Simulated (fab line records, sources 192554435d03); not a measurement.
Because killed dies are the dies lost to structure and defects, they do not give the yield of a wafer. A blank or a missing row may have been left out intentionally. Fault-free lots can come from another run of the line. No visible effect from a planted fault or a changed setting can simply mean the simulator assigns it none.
fab line records + flow n5-finfet
record
- lots=15
- wafers=39
- last-day=17
route steps=1938 shown BEOL_M9@1469 BEOL_M10@1484
lots that met no fault: taken from a fault-free run of the same line
start-h: hours from the record's opening day to when the first of the lot's shown wafers began + wait-h: time in hours since the lot's previous step + " repeats the value in the row above + L1.1+2: one row covering several wafers at once + - value missing, or start not given + * or withheld: withheld + < > ~ a bound
route shown NAME@n: NAME is a module with steps in the file, n the number in the route of the first one + usual: mean/standard deviation taken from wafers without a fault + same: alike in all rows + chamber/n: place in a boat + sites: the reading at each site + _std_site: their standard deviation + _edge_site: the outer-site mean with the inner-site mean subtracted + radius-mm: how far each site lies from the wafer's centre + mask NAME#n: copy n + behind: the most recent tool/chamber to have shaped the wafer + hold: reason for holding the lot/hours on hold/outcome of the hold + device: the n, p or np transistor that did not switch + end of line: tests run on the same wafers once the route is complete + where a step has no rows: the recipe by itself + killed: at the first sort, the dies lost to defects and structure; wafer yield is something else + map: a wafer's dies, x killed, . not, _ none there
set.NAME: the setting the step ran with; set.NAME@STEP: the setting that earlier step ran with + model.NAME: the simulator's own value behind a step, which no gauge read
steps of the route over a sample of lots; a table a step, a row a wafer
services: when a tool's chamber went out of use (start-h, in hours from the record's first day, below 0 if earlier), for how many hours, and the reason
## steps
# step N5_BEOL_M9_INSPECT_58
# recipe
- inspect-instrument=darkfield
- mode=post-dep
# usual
- raw-defect-count=64/21
| lot.wafer | tool              | chamber | start-h | wait-h | raw-defect-count |
|-----------|-------------------|---------|---------|--------|------------------|
| L561.1    | defect-inspect-02 | -       | 224.58  | 0.0    | 51               |
| L561.2    | "                 | -       | "       | "      | 51               |
| L563.1    | defect-inspect-02 | -       | 225.07  | 0.0    | 92               |
| L563.3    | "                 | -       | "       | "      | 73               |
| L564.2    | defect-inspect-02 | -       | 241.75  | 0.0    | 55               |
| L564.3    | "                 | -       | "       | "      | 67               |
| L564.6    | "                 | -       | "       | "      | 83               |
| L565.1    | defect-inspect-02 | -       | 243.52  | 0.0    | 57               |
| L565.2    | "                 | -       | "       | "      | 60               |
| L565.5    | "                 | -       | "       | "      | 71               |
| L569.1    | defect-inspect-02 | -       | 269.83  | 0.0    | 89               |
| L569.3    | "                 | -       | "       | "      | 48               |
| L570.4    | defect-inspect-02 | -       | 281.61  | 0.0    | 37               |
| L570.5    | "                 | -       | "       | "      | 104              |
| L570.6    | "                 | -       | "       | "      | 77               |
| L573.2    | defect-inspect-02 | -       | 282.71  | 0.0    | 73               |
| L573.4    | "                 | -       | "       | "      | 56               |
| L573.6    | "                 | -       | "       | "      | 49               |
| L574.1    | defect-inspect-01 | -       | 289.62  | 0.0    | 75               |
| L574.3    | "                 | -       | "       | "      | 38               |
| L574.6    | "                 | -       | "       | "      | 58               |
| L575.1    | defect-inspect-02 | -       | 294.88  | 0.0    | 53               |
| L575.5    | "                 | -       | "       | "      | 45               |
| L575.6    | "                 | -       | "       | "      | 48               |
| L578.1    | defect-inspect-02 | -       | 319.50  | 0.0    | 56               |
| L578.2    | "                 | -       | "       | "      | 59               |
| L578.4    | "                 | -       | "       | "      | 68               |
| L580.3    | defect-inspect-02 | -       | 327.27  | 0.0    | 51               |
| L580.4    | "                 | -       | "       | "      | 79               |
| L580.5    | "                 | -       | "       | "      | 54               |
| L579.3    | defect-inspect-02 | -       | 329.96  | 0.0    | 95               |
| L579.4    | "                 | -       | "       | "      | 82               |
| L581.2    | defect-inspect-01 | -       | 349.34  | 0.0    | 57               |
| L581.5    | "                 | -       | "       | "      | 61               |
| L583.3    | defect-inspect-02 | -       | 354.69  | 0.0    | 84               |
| L583.6    | "                 | -       | "       | "      | 99               |
| L584.1    | defect-inspect-02 | -       | 357.28  | 0.0    | 73               |
| L584.3    | "                 | -       | "       | "      | 71               |
| L584.4    | "                 | -       | "       | "      | 42               |
# step N5_BEOL_M10_OVL_MEAS_12
# recipe
- points-per-wafer=44
# usual
- M10_OVL=0.3/0.83
| lot.wafer | tool       | chamber | start-h | wait-h | M10_OVL[nm] |
|-----------|------------|---------|---------|--------|-------------|
| L561.1    | overlay-01 | 0       | 226.66  | 0.0    | 0.7         |
| L561.2    | "          | 0       | "       | "      | -0.7        |
| L563.1    | overlay-01 | 0       | 227.56  | 0.0    | -0.1        |
| L563.3    | "          | 0       | "       | "      | -0.2        |
| L564.2    | overlay-01 | 0       | 245.15  | 0.0    | 1.5         |
| L564.3    | "          | 0       | "       | "      | 0.3         |
| L564.6    | "          | 0       | "       | "      | 0.4         |
| L565.1    | overlay-01 | 0       | 245.77  | 0.0    | 0.4         |
| L565.2    | "          | 0       | "       | "      | -0.1        |
| L565.5    | "          | 0       | "       | "      | 0.8         |
| L569.1    | overlay-02 | 0       | 272.51  | 0.0    | 1.2         |
| L569.3    | "          | 0       | "       | "      | 1.5         |
| L570.4    | overlay-01 | 0       | 283.28  | 0.0    | -0.1        |
| L570.5    | "          | 0       | "       | "      | -0.3        |
| L570.6    | "          | 0       | "       | "      | 0.3         |
| L573.2    | overlay-02 | 0       | 284.57  | 0.0    | 2.6         |
| L573.4    | "          | 0       | "       | "      | 0.8         |
| L573.6    | "          | 0       | "       | "      | 2.4         |
| L574.1    | overlay-01 | 0       | 292.38  | 0.0    | 1.1         |
| L574.3    | "          | 0       | "       | "      | 0.3         |
| L574.6    | "          | 0       | "       | "      | 0.7         |
| L575.1    | overlay-01 | 0       | 296.93  | 0.0    | 0.3         |
| L575.5    | "          | 0       | "       | "      | 1.2         |
| L575.6    | "          | 0       | "       | "      | 0.1         |
| L578.1    | overlay-02 | 0       | 321.92  | 0.0    | 1.0         |
| L578.2    | "          | 0       | "       | "      | 1.5         |
| L578.4    | "          | 0       | "       | "      | 1.6         |
| L580.3    | overlay-02 | 0       | 329.21  | 0.0    | 1.0         |
| L580.4    | "          | 0       | "       | "      | -0.3        |
| L580.5    | "          | 0       | "       | "      | 0.7         |
| L579.3    | overlay-02 | 0       | 332.53  | 0.0    | -0.9        |
| L579.4    | "          | 0       | "       | "      | 0.5         |
| L581.2    | overlay-02 | 0       | 351.33  | 0.0    | 1.8         |
| L581.5    | "          | 0       | "       | "      | 0.7         |
| L583.3    | overlay-02 | 0       | 356.71  | 0.0    | -0.1        |
| L583.6    | "          | 0       | "       | "      | -0.7        |
| L584.1    | overlay-01 | 0       | 360.69  | 0.0    | 1.4         |
| L584.3    | "          | 0       | "       | "      | 0.4         |
| L584.4    | "          | 0       | "       | "      | -0.1        |
# step N5_BEOL_M10_EXPOSE_25
# recipe
- mask-id=V9
- na=1.35
- source-shape=annular
- sigma-inner=0.5
- sigma-outer=0.8
- polarization=unpolarized
- dose-mj=85.5
# usual
- exposure-dose-mJ-cm2=85.43/0.087
- focus-offset-nm=-0.1/0.49
- stage-vel-mm-s=499.98/0.22
| lot.wafer | tool            | chamber | start-h | wait-h | mask | exposure-dose-mJ-cm2 | focus-offset-nm | stage-vel-mm-s |
|-----------|-----------------|---------|---------|--------|------|----------------------|-----------------|----------------|
| L561.1    | arfi-scanner-03 | 0       | 227.71  | -      | V9#0 | 85.25                | 0.3             | 499.83         |
| L561.2    | "               | 0       | "       | "      | V9#0 | 85.33                | 0.2             | 500.05         |
| L563.1    | arfi-scanner-02 | 0       | 228.75  | -      | V9#0 | 85.57                | 0.8             | 499.98         |
| L563.3    | "               | 0       | "       | "      | V9#0 | 85.54                | 1.1             | 499.97         |
| L565.1    | arfi-scanner-02 | 0       | 250.26  | -      | V9#0 | 85.49                | 0.8             | 500.10         |
| L565.2    | "               | 0       | "       | "      | V9#0 | 85.47                | 0.6             | 500.11         |
| L565.5    | "               | 0       | "       | "      | V9#0 | 85.52                | 0.2             | 500.34         |
| L564.2    | arfi-scanner-01 | 0       | 251.32  | -      | V9#0 | 85.36                | -0.4            | 499.96         |
| L564.3    | "               | 0       | "       | "      | V9#0 | 85.51                | -0.2            | 500.04         |
| L564.6    | "               | 0       | "       | "      | V9#0 | 85.41                | -0.9            | 499.54         |
| L569.1    | arfi-scanner-03 | 0       | 274.31  | -      | V9#0 | 85.45                | -0.3            | 500.06         |
| L569.3    | "               | 0       | "       | "      | V9#0 | 85.46                | -0.6            | 499.97         |
| L570.4    | arfi-scanner-02 | 0       | 288.00  | -      | V9#0 | 85.53                | -0.3            | 500.15         |
| L570.5    | "               | 0       | "       | "      | V9#0 | 85.47                | -0.3            | 500.14         |
| L570.6    | "               | 0       | "       | "      | V9#0 | 85.52                | -0.2            | 499.59         |
| L573.2    | arfi-scanner-02 | -       | 288.11  | -      | V9#0 | -                    | -               | -              |
| L573.4    | "               | -       | "       | "      | V9#0 | -                    | -               | -              |
| L573.6    | "               | -       | "       | "      | V9#0 | -                    | -               | -              |
| L574.1    | arfi-scanner-01 | -       | 294.60  | -      | V9#0 | -                    | -               | -              |
| L574.3    | "               | -       | "       | "      | V9#0 | -                    | -               | -              |
| L574.6    | "               | -       | "       | "      | V9#0 | -                    | -               | -              |
| L575.1    | arfi-scanner-01 | -       | 298.80  | -      | V9#0 | -                    | -               | -              |
| L575.5    | "               | -       | "       | "      | V9#0 | -                    | -               | -              |
| L575.6    | "               | -       | "       | "      | V9#0 | -                    | -               | -              |
| L578.1    | arfi-scanner-01 | 0       | 324.01  | -      | V9#0 | 85.45                | -0.3            | 499.84         |
| L578.2    | "               | 0       | "       | "      | V9#0 | 85.41                | -0.4            | 499.75         |
| L578.4    | "               | 0       | "       | "      | V9#0 | 85.42                | -0.1            | 499.91         |
| L580.3    | arfi-scanner-02 | 0       | 331.32  | -      | V9#0 | 85.45                | 0.7             | 500.30         |
| L580.4    | "               | 0       | "       | "      | V9#0 | 85.38                | 0.9             | 499.72         |
| L580.5    | "               | 0       | "       | "      | V9#0 | 85.48                | 0.5             | 499.99         |
| L579.3    | arfi-scanner-03 | 0       | 333.93  | -      | V9#0 | 85.41                | 0.2             | 500.51         |
| L579.4    | "               | 0       | "       | "      | V9#0 | 85.45                | -0.3            | 500.00         |
| L581.2    | arfi-scanner-01 | 0       | 354.19  | -      | V9#0 | 85.42                | -0.2            | 500.05         |
| L581.5    | "               | 0       | "       | "      | V9#0 | 85.41                | 0.3             | 499.62         |
| L583.3    | arfi-scanner-02 | 0       | 359.82  | -      | V9#0 | 85.22                | -0.5            | 499.82         |
| L583.6    | "               | 0       | "       | "      | V9#0 | 85.39                | -1.1            | 499.70         |
| L584.1    | arfi-scanner-02 | 0       | 361.36  | -      | V9#0 | 85.24                | -0.2            | 499.66         |
| L584.3    | "               | 0       | "       | "      | V9#0 | 85.29                | 0.9             | 499.82         |
| L584.4    | "               | 0       | "       | "      | V9#0 | 85.30                | 0.2             | 500.08         |
# step N5_BEOL_M10_ETCH_65
# recipe
- chemistry=CF4
- target=SiARC
- target-depth-a=390
- mask-material=CAR-ArF
- time-s=65
- ion-energy-ev=80
- pressure-mtorr=40
- source-w=545
- bias-w=36
- Ar_flow_sccm=100
- cf4-flow-sccm=100
- ends=cleared
# usual
- cf4-flow-sccm=100.0/0.32
- drypump-motor-current-A=5.7/0.43
- etch-rf-on-time-s=63.7/1.7
- oes-product-au=0.71/0.052
- rf-vpp-V=184.4/1.2
- showerhead-plenum-p-Torr=2.16/0.061
- throttle-valve-pct=15.48/0.26
| lot.wafer | tool        | chamber | start-h | wait-h | cf4-flow-sccm | drypump-motor-current-A | etch-rf-on-time-s | oes-product-au | rf-hours-counter-h | rf-vpp-V | showerhead-plenum-p-Torr | throttle-valve-pct |
|-----------|-------------|---------|---------|--------|---------------|-------------------------|-------------------|----------------|--------------------|----------|--------------------------|--------------------|
| L561.1    | rie-diel-06 | 2       | 228.03  | 0.0    | 99.9          | 5.1                     | 63.4              | 0.73           | 49                 | 183.6    | 2.16                     | 15.13              |
| L561.2    | "           | 0       | "       | "      | 100.3         | 6.1                     | 66.1              | 0.69           | 72                 | 184.2    | 2.24                     | 15.13              |
| L563.1    | rie-diel-06 | 0       | 229.08  | 0.0    | 99.5          | 6.1                     | 65.5              | 0.70           | 73                 | 183.8    | 2.24                     | 15.12              |
| L563.3    | "           | 3       | "       | "      | 100.5         | 5.8                     | 59.7              | 0.72           | 90                 | 184.8    | 2.25                     | 15.40              |
| L565.1    | rie-diel-03 | 0       | 250.51  | 0.0    | 100.2         | 6.1                     | 66.3              | 0.68           | 121                | 183.0    | 2.15                     | 15.89              |
| L565.2    | "           | 1       | "       | "      | 99.6          | 5.6                     | 62.5              | 0.76           | 38                 | 185.5    | 2.26                     | 15.45              |
| L565.5    | "           | 3       | "       | "      | 100.6         | 5.6                     | 65.0              | 0.70           | -                  | 183.8    | 2.16                     | 15.36              |
| L564.2    | rie-diel-06 | 0       | 251.56  | 0.0    | 99.7          | 6.1                     | 64.8              | 0.69           | 81                 | 185.3    | 2.24                     | 15.12              |
| L564.3    | "           | 3       | "       | "      | 100.1         | 5.8                     | 59.3              | 0.72           | 98                 | 184.9    | 2.24                     | 15.42              |
| L564.6    | "           | 3       | "       | "      | 100.0         | 5.8                     | 59.8              | 0.72           | -                  | 185.2    | 2.24                     | 15.45              |
| L569.1    | rie-diel-03 | 1       | 274.56  | 0.0    | 99.9          | 5.6                     | 61.6              | 0.76           | 48                 | 186.3    | 2.26                     | 15.47              |
| L569.3    | "           | 2       | "       | "      | 99.7          | 5.5                     | 63.3              | 0.73           | 69                 | 184.3    | 2.25                     | 15.73              |
| L570.4    | rie-diel-02 | 1       | 288.23  | 0.0    | 100.0         | 5.7                     | 64.6              | 0.76           | 25                 | 185.2    | 2.18                     | 15.22              |
| L570.5    | "           | 3       | "       | "      | 99.6          | 4.9                     | 63.5              | 0.66           | -                  | 184.4    | 2.15                     | 15.33              |
| L570.6    | "           | 0       | "       | "      | 100.2         | 6.4                     | 63.7              | 0.74           | -                  | 183.0    | 2.10                     | 15.87              |
| L573.2    | rie-diel-02 | 3       | 288.69  | 0.0    | 99.9          | 4.9                     | 63.4              | 0.29           | 130                | 183.2    | 2.15                     | 15.33              |
| L573.4    | "           | 1       | "       | "      | 99.9          | 5.7                     | 63.2              | 0.34           | 25                 | 184.4    | 2.18                     | 15.21              |
| L573.6    | "           | 3       | "       | "      | 99.8          | 4.9                     | 63.5              | 0.29           | -                  | 185.2    | 2.15                     | 15.33              |
| L574.1    | rie-diel-03 | 2       | 294.94  | 0.0    | 99.7          | 5.5                     | 62.7              | 0.31           | 76                 | 185.0    | 2.25                     | 15.75              |
| L574.3    | "           | 0       | "       | "      | 100.1         | 6.2                     | 65.9              | 0.30           | 137                | 184.4    | 2.14                     | 15.92              |
| L574.6    | "           | 0       | "       | "      | 100.5         | 6.1                     | 65.6              | 0.30           | -                  | 184.7    | 2.14                     | 15.93              |
| L575.1    | rie-diel-02 | 2       | 299.65  | 0.0    | 100.6         | 5.6                     | 61.1              | 0.35           | 19                 | 182.9    | 2.09                     | 15.23              |
| L575.5    | "           | 0       | "       | "      | 100.5         | 6.4                     | 63.4              | 0.32           | -                  | 181.6    | 2.10                     | 15.86              |
| L575.6    | "           | 1       | "       | "      | 100.2         | 5.7                     | 63.8              | 0.33           | -                  | 184.4    | 2.18                     | 15.23              |
| L578.1    | rie-diel-06 | 1       | 324.34  | 0.0    | 99.5          | 6.1                     | 64.5              | 0.64           | 151                | 182.2    | 2.05                     | 15.65              |
| L578.2    | "           | 0       | "       | "      | 100.0         | 6.1                     | 65.7              | 0.67           | 106                | 185.1    | 2.23                     | 15.17              |
| L578.4    | "           | 2       | "       | "      | 100.1         | 5.1                     | 64.1              | 0.69           | 79                 | 183.4    | 2.15                     | 15.20              |
| L580.3    | rie-diel-06 | 1       | 331.56  | 0.0    | 99.6          | 6.1                     | 64.8              | 0.64           | 154                | 184.2    | 2.05                     | 15.67              |
| L580.4    | "           | 0       | "       | "      | 100.0         | 6.1                     | 66.5              | 0.65           | 108                | 185.4    | 2.23                     | 15.18              |
| L580.5    | "           | 1       | "       | "      | 99.9          | 6.1                     | 65.0              | 0.63           | -                  | 182.5    | 2.05                     | 15.68              |
| L579.3    | rie-diel-03 | 3       | 334.77  | 0.0    | 100.2         | 5.6                     | 65.4              | 0.66           | 109                | 184.5    | 2.15                     | 15.44              |
| L579.4    | "           | 1       | "       | "      | 100.4         | 5.6                     | 62.8              | 0.71           | 71                 | 186.5    | 2.25                     | 15.54              |
| L581.2    | rie-diel-02 | 1       | 354.48  | 0.0    | 100.6         | 5.7                     | 64.3              | 0.75           | 38                 | 185.3    | 2.18                     | 15.23              |
| L581.5    | "           | 3       | "       | "      | 100.0         | 4.9                     | 65.4              | 0.64           | -                  | 183.1    | 2.15                     | 15.37              |
| L583.3    | rie-diel-02 | 1       | 360.14  | 0.0    | 99.7          | 5.7                     | 63.4              | 0.76           | 39                 | 182.6    | 2.17                     | 15.25              |
| L583.6    | "           | 1       | "       | "      | 99.7          | 5.7                     | 63.5              | 0.74           | -                  | 184.3    | 2.18                     | 15.26              |
| L584.1    | rie-diel-06 | 0       | 361.70  | 0.0    | 100.0         | 6.1                     | 66.7              | 0.65           | 123                | 184.9    | 2.22                     | 15.21              |
| L584.3    | "           | 2       | "       | "      | 99.8          | 5.1                     | 63.5              | 0.67           | 97                 | 184.5    | 2.15                     | 15.23              |
| L584.4    | "           | 3       | "       | "      | 100.4         | 5.8                     | 61.1              | 0.68           | 140                | 184.3    | 2.23                     | 15.52              |
## services
| tool            | chamber | start-h | hours | kind   |
|-----------------|---------|---------|-------|--------|
| rie-diel-03     | -       | 207.12  | 0.4   | repair |
| arfi-scanner-03 | -       | 210.10  | 1.0   | pm     |
| arfi-scanner-02 | -       | 212.57  | 1.3   | pm     |
| arfi-scanner-03 | -       | 215.57  | 1.0   | pm     |
| arfi-scanner-01 | -       | 215.73  | 0.3   | repair |
| arfi-scanner-01 | -       | 216.05  | 0.9   | repair |
| rie-diel-02     | 2       | 220.79  | 6.6   | repair |
| rie-diel-02     | 3       | 222.10  | 1.4   | repair |
| arfi-scanner-01 | -       | 229.24  | 2.0   | repair |
| arfi-scanner-02 | -       | 240.92  | 1.0   | pm     |
| rie-diel-03     | 2       | 246.73  | 2.6   | repair |
| arfi-scanner-01 | -       | 266.13  | 1.0   | pm     |
| arfi-scanner-02 | -       | 272.96  | 0.6   | repair |
| arfi-scanner-03 | -       | 276.02  | 1.3   | pm     |
| arfi-scanner-01 | -       | 279.96  | 1.0   | pm     |
| arfi-scanner-01 | -       | 283.06  | 1.3   | pm     |
| arfi-scanner-03 | -       | 293.53  | 0.8   | pm     |
| arfi-scanner-02 | -       | 301.60  | 1.3   | repair |
| rie-diel-06     | -       | 307.32  | 2.8   | pm     |
| rie-diel-02     | -       | 329.88  | 24.2  | repair |
| arfi-scanner-01 | -       | 333.30  | 0.8   | pm     |
| arfi-scanner-02 | -       | 338.07  | 1.3   | pm     |
| arfi-scanner-02 | -       | 340.06  | 0.8   | pm     |
| arfi-scanner-01 | -       | 346.57  | 4.9   | pm     |
## key
first-sign
- step=N5_BEOL_M10_EXPOSE_25
- reading=tool-record
- direction=missing
effect none on later readings
met-at N5_BEOL_M10_EXPOSE_25
struck-lots L573,L574,L575
later-rows-left-out L573.2,L573.4,L573.6,L574.1,L574.3,L574.6,L575.1,L575.5,L575.6
sort-left-out L573.2,L573.4,L573.6,L574.1,L574.3,L574.6,L575.1,L575.5,L575.6
not-acting-at N5_BEOL_M9_INSPECT_58,N5_BEOL_M10_OVL_MEAS_12,N5_BEOL_M10_ETCH_65
onset-between 288.00 288.11
earlier-fault
- kind=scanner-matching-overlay
- tool=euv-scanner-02
- chamber=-
- onset-h=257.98
- steps=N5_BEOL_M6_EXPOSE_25
- offset=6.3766
earlier-fault
- kind=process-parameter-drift
- tool=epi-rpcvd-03
- chamber=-
- onset-h=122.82
- steps=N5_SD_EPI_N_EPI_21
- channel=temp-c
- offset=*
- shape=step
- acts-in=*
- stated=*
fault
- kind=skipped-step-whole
- tool=arfi-scanner-01,arfi-scanner-02
- chamber=-
- onset-h=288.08
- steps=N5_BEOL_M10_EXPOSE_25
- scope=struck-lots-only
# sort-left-out: the simulated sort isn't trusted on such a fault, so these wafers' sort isn't shown, and their yield isn't known
# later-rows-left-out: the simulator's readings of these wafers behind a module that went badly wrong aren't trusted and aren't shown, but for the sort
